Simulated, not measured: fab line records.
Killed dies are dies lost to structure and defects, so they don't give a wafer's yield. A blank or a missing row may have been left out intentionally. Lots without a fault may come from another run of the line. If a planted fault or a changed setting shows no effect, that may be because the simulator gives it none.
Matching of chambers || flow nand_harc || 3 sister chambers for NHARC_A_CONTACT_DEP_29 on pecvd-01
The step deposits SiON, target thk 70 nm. 6 wafers are shown with their chamber, then 7 later ones without.

== EACH WAFER AND ITS CHAMBER ==
{"wafer": "L077.6", "chamber": 0, "heater_power_outer_w (W)": 479, "heater_power_w (W)": 822}
{"wafer": "L089.2", "chamber": 0, "heater_power_outer_w (W)": 496, "heater_power_w (W)": 814}
{"wafer": "L088.1", "chamber": 1, "heater_power_outer_w (W)": 333, "heater_power_w (W)": 624}
{"wafer": "L088.5", "chamber": 2, "heater_power_outer_w (W)": 512, "heater_power_w (W)": 842}
{"wafer": "L091.1", "chamber": 2, "heater_power_outer_w (W)": 494, "heater_power_w (W)": 817}
{"wafer": "L091.3", "chamber": 1, "heater_power_outer_w (W)": 315, "heater_power_w (W)": 610}

== WAFERS WITHOUT THEIR CHAMBER ==
{"wafer": "L091.4", "heater_power_outer_w (W)": 483, "heater_power_w (W)": 775}
{"wafer": "L094.3", "heater_power_outer_w (W)": 527, "heater_power_w (W)": 872}
{"wafer": "L094.4", "heater_power_outer_w (W)": 408, "heater_power_w (W)": 699}
{"wafer": "L094.6", "heater_power_outer_w (W)": 372, "heater_power_w (W)": 671}
{"wafer": "L093.1", "heater_power_outer_w (W)": 426, "heater_power_w (W)": 719}
{"wafer": "L093.2", "heater_power_outer_w (W)": 504, "heater_power_w (W)": 812}
{"wafer": "L093.3", "heater_power_outer_w (W)": 300, "heater_power_w (W)": 602}

== CHAMBER TAKEN BY EACH ==
{"wafer": "L091.4", "from the rows above": "can't be placed: 0 or 2", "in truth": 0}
{"wafer": "L094.3", "from the rows above": "can't be placed: 2 or 0", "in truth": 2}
{"wafer": "L094.4", "from the rows above": 1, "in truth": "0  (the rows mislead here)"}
{"wafer": "L094.6", "from the rows above": 1, "in truth": 1}
{"wafer": "L093.1", "from the rows above": "can't be placed: 0 or 2", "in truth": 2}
{"wafer": "L093.2", "from the rows above": "can't be placed: 0 or 2", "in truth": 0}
{"wafer": "L093.3", "from the rows above": 1, "in truth": 1}
Correct placement for 2 of the 7. Can't be placed from these rows: 4 (the true chamber is among the candidates in 4). Number placed wrongly: 1.
How it was worked out, from the rows above alone: a wafer's distance from a chamber is the root of the sum, over the readings, of the square of ((its reading less the chamber's mean) divided by the reading's scatter). If the next closest chamber is less than 2 further off than the closest, the wafer can't be placed; otherwise it belongs to the closest. A chamber's mean is the mean of its shown wafers. The scatter: the root of (the sum of the squares of (reading less its chamber's mean) over the shown wafers, divided by (wafers less chambers)).
